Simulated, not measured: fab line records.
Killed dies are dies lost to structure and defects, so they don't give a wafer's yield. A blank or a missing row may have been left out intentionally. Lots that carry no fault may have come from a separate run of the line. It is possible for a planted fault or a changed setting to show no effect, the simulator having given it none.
Which of the tools did it? -- flow n5-finfet -- 10 lots, 30 wafers sampled, at 5 steps of a route of 1938

== WHAT THE GAUGES READ, wafer by wafer ==
N5_BEOL_M11_THK_MEAS_53: measures by xrf. Usual: M11_THK gives 139.4 nm (standard deviation 2.7).
lot,measured,on,M11_THK (nm),flag
L131,day 10 20:49,film-metro-02,141.6 140.8 141.1,
L132,day 11 07:44,film-metro-02,139.0 144.2 140.1,
L141,day 13 07:25,film-metro-02,139.8 141.0 139.5,
L143,day 14 05:32,film-metro-01,133.4 132.8 136.4,
L145,day 14 07:05,film-metro-02,144.1 142.4 142.3,
L149,day 15 17:20,film-metro-02,135.3 139.0 139.5,
L151,day 15 16:33,film-metro-02,141.0 140.1 139.7,
L152,day 15 22:12,film-metro-02,137.4 140.4 140.3,
L150,day 15 21:55,film-metro-01,136.7 139.6 136.7,
L153,day 16 11:16,film-metro-01,135.2 135.5 135.0,

== TOOL THAT RAN EACH LOT (tool first, then ch and the chambers of the sampled wafers, then the start) ==
lot,N5_BEOL_M11_PECVD_70,N5_BEOL_M11_TRENCH_ETCH_37,N5_BEOL_M11_DEGAS_44,N5_BEOL_M11_CMP_52
L131,"pecvd-01 ch 0,2, day 10 13:13","rie-diel-04 ch 0,2,3, day 10 18:08 or earlier","pvd-sputter-01, day 10 18:08","cmp-04 ch 1,2, day 10 20:34"
L132,"pecvd-01 ch 0,2, day 10 22:59","rie-diel-05 ch 0,2,3, day 11 06:08 or earlier","pvd-sputter-03, day 11 06:08","cmp-02 ch 0,1,2, day 11 07:26"
L141,"pecvd-01 ch 0, day 12 23:29","rie-diel-01 ch 0,1, day 13 05:26 or earlier","pvd-sputter-02, day 13 05:26","cmp-03 ch 0,1,3, day 13 07:07"
L143,"pecvd-01 ch 0,1,2, day 13 20:50","rie-diel-05 ch 1,2, day 14 02:54 or earlier","pvd-sputter-01, day 14 02:54","cmp-03 ch 0,2,3, day 14 05:19"
L145,"pecvd-01 ch 0,1,2, day 13 22:34","rie-diel-04 ch 1,2,3, day 14 04:16 or earlier","pvd-sputter-02, day 14 04:16","cmp-03 ch 0,1,3, day 14 06:52"
L149,"pecvd-01 ch 1,2, day 15 07:40","rie-diel-01 ch 0,1,3, day 15 15:23 or earlier","pvd-sputter-02, day 15 15:23","cmp-04 ch 0,2, day 15 17:05"
L151,"pecvd-02 ch 0,1, day 15 08:25","rie-diel-04 ch 1,2, day 15 14:55 or earlier","pvd-sputter-03, day 15 14:55","cmp-04 ch 0,1,3, day 15 16:15"
L152,"pecvd-03 ch 0,1, day 15 13:31","rie-diel-05 ch 2,3, day 15 20:34 or earlier","pvd-sputter-02, day 15 20:34","cmp-03 ch 0,1,2, day 15 21:56"
L150,"pecvd-01 ch 1,2, day 15 14:04","rie-diel-04 ch 1,2,3, day 15 19:55 or earlier","pvd-sputter-02, day 15 19:55","cmp-02 ch 1,2,3, day 15 21:40"
L153,"pecvd-03 ch 0,1,2, day 16 05:00","rie-diel-01 ch 2,3, day 16 08:05 or earlier","pvd-sputter-02, day 16 08:05","cmp-04 ch 0,3, day 16 10:59"
- N5_BEOL_M11_PECVD_70: deposits SiO2 from TEOS/O2, target thk 20 nm, time 22.7 s.
- N5_BEOL_M11_TRENCH_ETCH_37: etches SiCOH lowk in C4F6/O2, target depth 148.83 nm, time 48 s.
- N5_BEOL_M11_DEGAS_44: time 60 s.
- N5_BEOL_M11_CMP_52: polishes, stops on SiCOH lowk, t overpolish 7 s, target thk 140 nm.

== AS READ BY THE TOOLS THEMSELVES (means over the sampled wafers that have a number; for cases with no such wafer, the mark the record gives instead) ==
N5_BEOL_M11_PECVD_70. Usual: heater-power-w 694 W, standard deviation 86; showerhead-plenum-p-Torr 8.78 Torr, standard deviation 0.039; throttle-valve-pct 22.7 %, standard deviation 0.97.
lot,tool,heater-power-w (W),showerhead-plenum-p-Torr (Torr),throttle-valve-pct (%),flag
L131,pecvd-01,695,8.75,23.3,
L132,pecvd-01,714,8.76,23.1,
L141,pecvd-01,705,8.72,23.6,
L143,pecvd-01,722,8.77,22.7,
L145,pecvd-01,715,8.77,22.7,
L149,pecvd-01,782,8.77,22.2,
L151,pecvd-02,683,8.83,22.3,
L152,pecvd-03,555,8.80,23.6,
L150,pecvd-01,774,8.76,22.2,
L153,pecvd-03,598,8.79,23.0,

N5_BEOL_M11_TRENCH_ETCH_37. Usual: bias-w 185.0 W, standard deviation 0.56; drypump-motor-current-A 5.7 A, standard deviation 0.39; oes-product-au 0.79 a.u., standard deviation 0.065; rf-vpp-V 663 V, standard deviation 13; showerhead-plenum-p-Torr 2.89 Torr, standard deviation 0.093; throttle-valve-pct 20.88 %, standard deviation 0.18.
lot,tool,bias-w (W),drypump-motor-current-A (A),oes-product-au (a.u.),rf-vpp-V (V),showerhead-plenum-p-Torr (Torr),throttle-valve-pct (%),flag
L131,rie-diel-04,185.2,5.5,0.85,666,2.96,20.74,
L132,rie-diel-05,184.4,5.8,0.79,670,2.88,20.93,
L141,rie-diel-01,185.1,6.2,0.76,654,2.81,20.77,
L143,rie-diel-05,185.6,5.8,0.75,668,2.78,21.15,
L145,rie-diel-04,184.7,5.7,0.84,673,3.00,20.80,
L149,rie-diel-01,184.8,6.1,0.73,657,2.83,20.88,
L151,rie-diel-04,184.9,5.7,0.81,668,2.98,20.88,
L152,rie-diel-05,184.8,5.9,0.87,657,2.87,20.72,
L150,rie-diel-04,185.7,5.7,0.82,672,2.99,20.80,
L153,rie-diel-01,184.6,5.7,0.73,656,2.81,21.06,

N5_BEOL_M11_DEGAS_44. Usual: heater-power-w at 323 W, with a standard deviation of 42.
lot,tool,heater-power-w (W),flag
L131,pvd-sputter-01,331,
L132,pvd-sputter-03,310,
L141,pvd-sputter-02,347,
L143,pvd-sputter-01,324,
L145,pvd-sputter-02,341,
L149,pvd-sputter-02,309,
L151,pvd-sputter-03,333,
L152,pvd-sputter-02,341,
L150,pvd-sputter-02,335,
L153,pvd-sputter-02,306,

N5_BEOL_M11_CMP_52. Usual: barrier-field-endpoint-s 28.7 s, standard deviation 0.75; edge-zone-pressure-frac 0.999, standard deviation 0.0049; motor-current-A 6.1 A, standard deviation 0.68; overpolish-run-s 6.999 s, standard deviation 0.01; slurry-filter-dp-kPa 13.49 kPa, standard deviation 0.14.
lot,tool,barrier-field-endpoint-s (s),edge-zone-pressure-frac,motor-current-A (A),overpolish-run-s (s),slurry-filter-dp-kPa (kPa),flag
L131,cmp-04,28.2,0.998,6.0,7.003,13.53,
L132,cmp-02,29.2,0.996,6.2,6.997,13.58,
L141,cmp-03,28.6,1.000,6.6,7.006,13.53,
L143,cmp-03,27.9,0.999,6.6,7.009,13.39,
L145,cmp-03,28.9,0.999,6.6,6.985,13.44,
L149,cmp-04,38.3,1.005,5.8,4.526,13.43,OFF
L151,cmp-04,28.0,0.999,5.2,7.004,13.29,
L152,cmp-03,29.0,0.998,6.7,7.001,13.54,
L150,cmp-02,37.9,0.997,5.7,4.766,13.57,OFF
L153,cmp-04,28.3,0.997,5.1,7.004,13.50,

== THE ANSWER, worked out from the rows above alone ==
Rule: a lot counts as off when the mean over its wafers that have a number is more than 3 standard deviations away from the usual mean. Also off: a lot with no number at a reading for which 4 or more lots have one. The other lots that the step has rows for count as sound. First the gauges in route order, then the tools' own readings, where a lot's mean is used as printed above. The first step at which some lot is off is used, and at that step the reading that is off furthest; a lot without a number counts as furthest.
Off: L149, L150, at N5_BEOL_M11_CMP_52 (overpolish-run-s).
If a tool, at that step or one of the process steps before it, ran each lot that is off and ran no sound lot following the first of them, it fits. N5_BEOL_M11_TRENCH_ETCH_37: start missing for some lots; hours and lot order therefore follow N5_BEOL_M11_DEGAS_44. One candidate fits, namely pecvd-01 at N5_BEOL_M11_PECVD_70. Its last sound lot is L145 (day 13 22:34), its first lot that is off L149 (day 15 07:40): a fault that began between those two fits.

== WHAT THE SIMULATOR PUT IN ==
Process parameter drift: pecvd-01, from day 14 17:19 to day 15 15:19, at N5_BEOL_M11_PECVD_70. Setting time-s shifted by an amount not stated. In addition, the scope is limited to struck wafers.
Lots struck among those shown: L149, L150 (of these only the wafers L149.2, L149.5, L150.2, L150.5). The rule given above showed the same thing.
